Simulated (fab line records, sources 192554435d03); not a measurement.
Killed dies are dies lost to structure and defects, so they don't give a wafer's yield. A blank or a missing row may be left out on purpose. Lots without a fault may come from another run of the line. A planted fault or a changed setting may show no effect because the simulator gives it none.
A struck lot beside a sound one | flow n5_finfet | 16 steps out of a route of 1938
Sound: wafers L226.1, L226.2, L226.4. Struck: wafer L227.5. (L227.3, L227.4 of the same lot were not struck and are left out.) The cause comes at the end.
At each step with rows: each side's tool, then ch and its chambers, then its first start. Under that, the readings that differ: sound wafers | struck wafers | difference of the means | sigmas: that difference in standard deviations of wafers without a fault.
alike: readings whose means differ by less than 2 such deviations, and words and numbers that are the same on both sides. not compared: withheld readings, readings that some wafer has no value for, bounds like >300 that may hide the same value, and numbers for which the record gives no deviation and whose values overlap.
The two part at a step that has a row with sigmas, a row that says differs or no value, or rows on one side only. Numbers that don't overlap but have no deviation are shown without sigmas and don't part them. A reading that every wafer of one side lacks parts them only if that side has two wafers or more.

N5_BEOL_M5_ALD_86: deposits TaN, pulse time 2 s, purge time 3 s, co reactant purge time 2 s.
  sound on ald_metal-02 ch 0,2, day 9 01:56; struck on ald_metal-03 ch 0, day 9 12:49
  alike: heater_power_w
then, 4 steps without rows for these wafers: N5_BEOL_M5_SURFACE_TREAT_87; N5_BEOL_M5_CVD_47 (deposits Co from CCTBA/H2, target thk 3 nm, time 216 s); N5_BEOL_M5_SPUTTER_48 (material Cu, target thk 15 nm, time 27.62 s); N5_BEOL_M5_ANNEAL_49 (time 1800 s).
N5_BEOL_M5_SPUTTER_81: material Cu, target thk 15 nm, time 27.62 s.
  sound on pvd_sputter-02, day 9 03:29; struck on pvd_sputter-03, day 9 14:22
  alike: throttle_valve_pct
N5_BEOL_M5_ANNEAL_82: time 1800 s.
  sound on pvd_sputter-02, day 9 03:34; struck on pvd_sputter-03, day 9 14:27
  alike: heater_power_w
N5_BEOL_M5_SPUTTER_83: material Cu, target thk 15 nm, time 27.62 s.
  sound on pvd_sputter-02, day 9 04:35; struck on pvd_sputter-03, day 9 15:28
  alike: throttle_valve_pct
then, 3 steps without rows for these wafers: N5_BEOL_M5_ANNEAL_84 (time 1800 s); N5_BEOL_M5_SPUTTER_88 (material Cu, target thk 15 nm, time 27.62 s); N5_BEOL_M5_ANNEAL_89 (time 1800 s).
N5_BEOL_M5_SPUTTER_90: material Cu, target thk 4.5 nm, time 8.29 s.
  sound on pvd_sputter-02, day 9 06:45; struck on pvd_sputter-03, day 9 17:38
  alike: throttle_valve_pct
N5_BEOL_M5_ECD_50: material Cu, target thk 300 nm.
  sound on ecd_cu-02 ch 0,1, day 9 06:52; struck on ecd_cu-02 ch 0, day 9 17:46
  reading                                | sound             | struck | difference | sigmas
  model.Cu_of_BEOL_M5_ECD_50.thk_nm (nm) | 303.6 294.4 295.2 | 462.2  | +164.5     |
then, 1 step without rows for these wafers: N5_BEOL_M5_ANNEAL_51 (time 90 s).
N5_BEOL_M5_CMP_52: polishes, stops on SiCOH lowk, t overpolish 6.9 s, target thk 62 nm.
  sound on cmp-01 ch 0,2,3, day 9 10:41; struck on cmp-04 ch 2, day 9 20:28
  reading                | sound          | struck | difference | sigmas
  time_to_endpoint_s (s) | 64.7 59.1 59.1 | 101.5  | +40.5      | +14
  alike: motor_current_A
  not compared: pad_life_wafers
N5_BEOL_M5_THK_MEAS_53: measures by xrf.
  sound on film_metro-02, day 9 10:56; struck on film_metro-02, day 9 20:46
  reading     | sound          | struck | difference | sigmas
  M5_THK (nm) | 62.7 60.8 60.2 | 65.5   | +4.3       | +3

WHERE THEY PART
First at N5_BEOL_M5_CMP_52; last, within this record, at N5_BEOL_M5_THK_MEAS_53.

WHY: what the simulator had put in
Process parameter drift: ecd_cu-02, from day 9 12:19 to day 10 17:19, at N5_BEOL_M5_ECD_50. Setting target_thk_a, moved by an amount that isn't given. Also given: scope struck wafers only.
